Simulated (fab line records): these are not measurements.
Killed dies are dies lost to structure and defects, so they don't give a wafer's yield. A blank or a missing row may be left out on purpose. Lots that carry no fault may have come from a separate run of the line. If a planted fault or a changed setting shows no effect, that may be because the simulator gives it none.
A lot that was struck, set against a sound lot ; flow nandHarc ; 14 steps out of a route of 1302
Sound: these wafers, L597.2, L597.5, L597.6. Struck: wafer L610.1 (left out: L610.6, a lot-mate that was not struck); the cause follows at the end.
At each step with rows: each side's tool, then ch and its chambers, then its first start. Under that, the readings that differ: sound wafers ; struck wafers ; difference of the means ; sigmas: that difference in standard deviations of wafers without a fault.
alike: same words and numbers on both sides, and readings whose means sit less than 2 such deviations apart. not compared: any withheld reading, any reading some wafer has no value for, any bound like >300 that may hide the same value, and any number with overlapping values for which the record gives no deviation.
The two part at a step that has a row with sigmas, a row that says differs or no value, or rows on one side only. When numbers do not overlap yet have no deviation, they are printed without sigmas and do not part them. A reading missing from all wafers of one side parts the sides only when that side holds two or more wafers.

first, 10 steps without rows for these wafers: NHARC_A_STAIRCASE_SRD_174; NHARC_A_STAIRCASE_DEHYDRATE_01 (time 120 s); NHARC_A_STAIRCASE_HMDS_02 (time 30 s); NHARC_A_STAIRCASE_COAT_03; NHARC_A_STAIRCASE_SOFTBAKE_04 (time 170 s); NHARC_A_STAIRCASE_EBR_05; NHARC_A_STAIRCASE_EXPOSE_06 (exposes mask STAIR); NHARC_A_STAIRCASE_PEB_07 (peb time 130 s); NHARC_A_STAIRCASE_DEVELOP_08 (time 140 s); NHARC_A_STAIRCASE_HARDBAKE_10 (time 140 s).
NHARC_A_STAIRCASE_DESCUM_11: chemistry O2, time 3 s.
  sound on rieDiel-03 ch 0,1,2, day 17 07:06; struck on rieDiel-03 ch 1, day 22 19:48
reading;sound;struck;difference;sigmas
oesProductAu (a.u.);1.003 0.990 1.003;0.979;-0.020;-2
  alike: drypumpMotorCurrentA, rfVppV, showerheadPlenumPTorr, throttleValvePct
  not compared: rfHoursCounterH
NHARC_A_STAIRCASE_TRIM_12: chemistry O2, time 211.2 s.
  sound on rieDiel-03 ch 0,1,2, day 17 07:13; struck on rieDiel-03 ch 3, day 22 19:54
reading;sound;struck;difference;sigmas
runLengthS (s);232.1 232.2 231.8;256.8;+24.8;+62
  alike: drypumpMotorCurrentA, oesProductAu, rfVppV, showerheadPlenumPTorr, throttleValvePct
  not compared: rfHoursCounterH
NHARC_A_STAIRCASE_ETCH_13: etches the open film in C4F8/O2, target depth 100 nm, time 40.5 s.
  sound on rieDiel-03 ch 0,1; struck on rieDiel-03 ch 0
  alike: oesProductAu, rfVppV
  not compared: rfHoursCounterH
after that, 1 step had no rows for these wafers: NHARC_END_SORT_01.

== WHERE THEY PART ==
Earliest at NHARC_A_STAIRCASE_DESCUM_11; latest, in this record, at NHARC_A_STAIRCASE_TRIM_12. Later steps at which nothing parts them and some readings are alike: NHARC_A_STAIRCASE_ETCH_13.

WHY: the cause the simulator had injected
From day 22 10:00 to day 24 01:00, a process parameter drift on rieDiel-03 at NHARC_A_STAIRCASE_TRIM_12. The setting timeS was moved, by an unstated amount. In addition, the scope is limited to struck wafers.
